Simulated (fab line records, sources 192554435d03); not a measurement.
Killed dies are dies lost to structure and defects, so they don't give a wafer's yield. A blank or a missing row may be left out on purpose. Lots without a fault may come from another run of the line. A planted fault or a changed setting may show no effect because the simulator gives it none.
Chamber matching | flow n5_finfet | N5_MOL_CONTACT_COAG_STRIP_98 on rie_diel-04: 4 sister chambers
The step strips in N2/H2. 4 wafers are shown with their chamber, then 9 later ones without.

WAFERS WITH THEIR CHAMBER
wafer  | chamber | drypump_motor_current_A (A)
L091.3 | 0       | 5.3
L093.2 | 1       | 5.1
L093.3 | 2       | 6.2
L093.4 | 3       | 6.0

WAFERS WITHOUT THEIR CHAMBER
wafer  | drypump_motor_current_A (A)
L094.2 | 6.1
L094.4 | 5.1
L094.5 | 6.1
L096.2 | 5.3
L096.4 | 6.1
L096.6 | 5.4
L097.1 | 6.1
L097.2 | 5.3
L097.5 | 5.1

WHICH CHAMBER EACH WENT THROUGH
wafer  | from the rows above     | in truth
L094.2 | can't be placed: 3 or 2 | 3
L094.4 | 1                       | 1
L094.5 | can't be placed: 3 or 2 | 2
L096.2 | 0                       | 0
L096.4 | can't be placed: 3 or 2 | 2
L096.6 | 0                       | 0
L097.1 | can't be placed: 3 or 2 | 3
L097.2 | 0                       | 0
L097.5 | 1                       | 1
Placed correctly: 5 of 9. Can't be placed from these rows: 4 (the true chamber is among the candidates in 4). Placed wrongly: 0.
How it was worked out, from the rows above alone: a wafer's distance from a chamber is the root of the sum, over the readings, of the square of ((its reading less the chamber's mean) divided by the reading's scatter). The wafer belongs to the nearest chamber; if the next one is less than 2 further off, it can't be placed. A chamber's mean is the mean of its shown wafers. The scatter: with one shown wafer a chamber, the root of the mean of the squares of how far each hidden wafer lies from its nearest shown one.
